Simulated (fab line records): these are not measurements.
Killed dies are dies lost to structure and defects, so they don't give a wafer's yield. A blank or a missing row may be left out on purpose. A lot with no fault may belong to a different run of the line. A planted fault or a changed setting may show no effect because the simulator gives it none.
A lot that was struck, set against a sound lot	flow n5_finfet	36 out of 1938 route steps
Sound: these wafers, L516.3, L516.4, L516.6. Wafers struck: L505.1, L505.5, L505.6. At the end, the cause is stated.
Order at every step that has rows: each side's tool, ch and its chambers, its first start. Under that, the readings that differ: sound wafers	struck wafers	difference of the means	sigmas: that difference in standard deviations of wafers without a fault.
alike: a reading whose means differ by less than 2 such deviations, as well as words and numbers matching on both sides. not compared: withheld readings; readings where some wafer has no value; bounds like >300 that might hide an equal value; numbers whose values overlap and for which the record gives no deviation.
Wherever a step has rows on one side only, a row that says differs or no value, or a row with sigmas, the two part there. Numbers that don't overlap but have no deviation are shown without sigmas and don't part them. A reading that every wafer of one side lacks parts them only if that side has two wafers or more.

first, 9 steps without rows for these wafers: N5_BEOL_M4_ANNEAL_95 (time 240 s); N5_BEOL_M4_SPUTTER_96 (material Cu, target thk 4.5 nm, time 8.29 s); N5_BEOL_M4_ECD_50 (material Cu, target thk 300 nm); N5_BEOL_M4_ANNEAL_51 (time 90 s); N5_BEOL_M4_CMP_52 (polishes, stops on SiOC, t overpolish 6.8 s, target thk 40 nm); N5_BEOL_M4_PRE_CLEAN_60 (time 15 s); N5_BEOL_M4_CO_CAP_55 (material Co, precursor CCTBA/H2, target thk 2 nm, time 102.1 s); N5_BEOL_M4_PRE_CLEAN_56 (time 15 s); N5_BEOL_M4_DEP_57 (deposits SiCN from 3MS/NH3, target thk 8 nm, time 14 s).
N5_BEOL_M4_RC_MEAS_101:
  sound on prober-02 ch 0, day 12 07:23; struck on prober-02 ch 0, day 9 14:11
  alike: DIBL_N, DIBL_P, IOFF_N, IOFF_P, ION_N, ION_P, SS_N, SS_P, VT_N, VT_P
then, 24 steps without rows for these wafers: N5_BEOL_M5_ILD_DEP_00 (deposits SiCOH lowk from DEMS/porogen, target thk 140.64 nm, time 25.9 s); N5_BEOL_M5_CURE_79 (cures SiCOH lowk, time 240 s); N5_BEOL_M5_PECVD_70 (deposits SiO2 from TEOS/O2, target thk 16 nm, time 18 s); N5_BEOL_M5_HM_DEP_02 (deposits TiN, target thk 20 nm); N5_BEOL_M5_COAT_59 (time 60 s, resist thk 60 nm); N5_BEOL_M5_COAT_60 (time 60 s, resist thk 12 nm); N5_BEOL_M5_COAT_71 (time 60 s, resist thk 5 nm); N5_BEOL_M5_COAT_05 (resist thk 30 nm); N5_BEOL_M5_EBR_07; N5_BEOL_M5_SOFTBAKE_06 (time 60 s); N5_BEOL_M5_EXPOSE_08 (exposes mask M5, target cd 28 nm); N5_BEOL_M5_PEB_09 (peb time 60 s); N5_BEOL_M5_DEVELOP_10 (develop time 30 s); N5_BEOL_M5_DESCUM_16 (chemistry O2, time 7 s); N5_BEOL_M5_ETCH_72 (etches underlayer in N2/H2, target depth 6.5 nm, time 5.2 s); N5_BEOL_M5_ETCH_61 (etches SiARC in CF4, target depth 15.6 nm, time 26 s); N5_BEOL_M5_ETCH_62 (etches SOC in N2/H2, target depth 75 nm, overetch 15 nm, time 112.5 s); N5_BEOL_M5_STRIP_63 (strips in N2/H2); N5_BEOL_M5_STRIP_73 (strips in N2/H2); N5_BEOL_M5_STRIP_64 (strips in CF4); N5_BEOL_M5_HM_OPEN_17 (chemistry Cl2/BCl3, target TiN, target depth 20 nm, overetch 6 nm); N5_BEOL_M5_STRIP_19 (strips in O2); N5_BEOL_M5_COAT_65 (time 60 s, resist thk 60 nm); N5_BEOL_M5_COAT_66 (time 60 s, resist thk 12 nm).
N5_BEOL_M8_PECVD_70: deposits SiO2 from TEOS/O2, target thk 20 nm, time 22.7 s.
  sound on pecvd-03 ch 0,1,2, day 13 20:22; struck on pecvd-02 ch 0,1, day 11 00:10
  no value came back on the struck wafers for any of 5 readings (chamber_pressure_Torr (Torr), heater_power_outer_w (W) and others); on the sound wafers chamber_pressure_Torr (Torr) reads 5.496 5.495 5.506
  not compared: since_wet_clean_h
-- here the record skips 3 days between the struck wafers' starts before and after, leaving off in module BEOL_M8 and picking up in module PASSIVATION (first step shown: number 1936 of the route) --
N5_PASSIVATION_PROBE_49:
  struck on prober-02, day 14 03:49; sound on prober-02, day 17 00:19
reading	sound	struck	difference	sigmas
defect_limited_yield (%)	90.4 91.9 89.9	64.2 65.0 65.8	-25.7	-17
killed_at_M4_up	6 18 16	359 321 310	+317	+62
killed_dies	113 96 119	422 413 403	+303	+17
killed_on_rim	13 12 17	118 118 120	+105	+23
sort_bin_5_function (%)	5.4 4.3 5.9	32.6 32.1 30.9	+26.7	+27
sort_n_pass	1067 1084 1061	758 767 777	-303	-17
sort_yield_pct (%)	90.4 91.9 89.9	64.2 65.0 65.8	-25.7	-17
  alike: killed_at_M0_to_M3, killed_at_contacts, killed_at_front_end, killed_at_other, killed_open, killed_short, sort_bin_6_memory

== WHERE THEY PART ==
Earliest at N5_BEOL_M8_PECVD_70; latest, in this record, at N5_PASSIVATION_PROBE_49.

WHY: whatever the simulator had introduced
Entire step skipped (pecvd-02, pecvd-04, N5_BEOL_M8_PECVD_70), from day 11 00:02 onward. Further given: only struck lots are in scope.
